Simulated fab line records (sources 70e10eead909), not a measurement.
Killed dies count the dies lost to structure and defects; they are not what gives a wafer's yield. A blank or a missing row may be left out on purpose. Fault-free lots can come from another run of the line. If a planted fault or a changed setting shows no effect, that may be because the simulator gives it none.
Struck lot and sound lot, side by side    flow nand-harc    17 steps out of a route of 1159
Sound: wafers L324.2, L324.3, L324.4. Wafers struck: L328.2, L328.5, L328.6. Last of all comes the cause.
For every step that has rows: the tool of each side, followed by ch and its chambers, followed by its first start. Under that, the readings that differ: sound wafers    struck wafers    difference of the means    sigmas: that difference in standard deviations of wafers without a fault.
alike: words and numbers the same on both sides, and readings whose means are apart by under 2 such deviations; not compared: readings that were withheld, readings missing a value for some wafer, numbers with overlapping values and no deviation given by the record, and bounds like >300 which may hide the same value.
The two part at a step that has a row with sigmas, a row that says differs or no value, or rows on one side only. Numbers that have no deviation but don't overlap get no sigmas and don't part them. A reading that every wafer of one side lacks parts them only if that side has two wafers or more.

NHARC_P_ZERO_WELL_CD_MEAS_11 targets a cd of 500 nm.
  sound on cd-sem-01 ch 0, day 2 07:16; struck on cd-sem-01 ch 0, day 3 07:15
  alike: cd-nm
then, 1 step without rows for these wafers: NHARC_P_ZERO_WELL_HARDBAKE_12 (time 65 s).
NHARC_P_ZERO_WELL_DESCUM_13: chemistry O2, time 3 s.
  sound on rie-diel-07 ch 0,1,2, day 2 07:25; struck on rie-diel-11 ch 0,2,3, day 3 07:26
  alike: drypump-motor-current-A, o2-flow-sccm, oes-product-au, rf-vpp-V, showerhead-plenum-p-Torr, throttle-valve-pct
  not compared: rf-hours-counter-h
NHARC_P_ZERO_WELL_ETCH_65: etches the open film in N2/H2, target depth 80 nm, overetch 24 nm, time 87.88 s.
  sound on rie-diel-07 ch 0,2,3, day 2 07:30; struck on rie-diel-11 ch 0,3, day 3 07:29
  alike: drypump-motor-current-A, oes-product-au, rf-vpp-V, showerhead-plenum-p-Torr, throttle-valve-pct
  not compared: rf-hours-counter-h
NHARC_P_ZERO_WELL_ETCH_62: etches the open film in CHF3/Ar, target depth 13 nm, time 6.5 s.
  sound: rie-diel-07 ch 0,1,2; struck: rie-diel-11 ch 0,1,3
  alike: drypump-motor-current-A, oes-product-au, rf-vpp-V, showerhead-plenum-p-Torr, throttle-valve-pct
  not compared: rf-hours-counter-h
NHARC_P_ZERO_WELL_ETCH_63: etches the open film in HBr/Cl2, target depth 120 nm, time 40.1 s.
  sound on rie-si-05 ch 1,2,3, day 2 07:41; struck on rie-si-02 ch 0,1,3, day 3 07:42
  alike: drypump-motor-current-A, oes-product-au, throttle-valve-pct
  not compared: rf-hours-counter-h
then, 6 steps without rows for these wafers: NHARC_P_ZERO_WELL_STRIP_15 (strips in SPM, time 900 s); NHARC_P_ZERO_WELL_DEHYDRATE_16 (time 120 s); NHARC_P_ZERO_WELL_HMDS_17 (time 30 s); NHARC_P_ZERO_WELL_COAT_18; NHARC_P_ZERO_WELL_SOFTBAKE_19 (time 95 s); NHARC_P_ZERO_WELL_EBR_20.
NHARC_P_ZERO_WELL_EXPOSE_21: exposes mask P NWELL, target cd 720 nm.
  sound on krf-scanner-04 ch 0, day 2 08:20; struck on krf-scanner-04 ch 0, day 3 08:26
reading  sound                          struck                      difference  sigmas
mask     P_NWELL#0 P_NWELL#0 P_NWELL#0  P_HVPW#0 P_HVPW#0 P_HVPW#0  differs     
  alike: focus-offset-nm, reticle-temp-C
then, 2 steps without rows for these wafers: NHARC_P_ZERO_WELL_PEB_22 (peb time 85 s); NHARC_P_ZERO_WELL_DEVELOP_23 (time 70 s).
NHARC_P_ZERO_WELL_CD_MEAS_24 targets a cd of 720 nm.
  sound on cd-sem-01 ch 0, day 2 08:29; struck on cd-sem-01 ch 0, day 3 08:35
reading     sound              struck  difference                     sigmas
cd-nm (nm)  719.6 718.9 719.8  - - -   no value on the struck wafers  
then, 1 step without rows for these wafers: NHARC_P_ZERO_WELL_HARDBAKE_25 (time 80 s).

WHERE THEY PART
First at NHARC_P_ZERO_WELL_EXPOSE_21; last, within this record, at NHARC_P_ZERO_WELL_CD_MEAS_24.

WHY: whatever the simulator had introduced
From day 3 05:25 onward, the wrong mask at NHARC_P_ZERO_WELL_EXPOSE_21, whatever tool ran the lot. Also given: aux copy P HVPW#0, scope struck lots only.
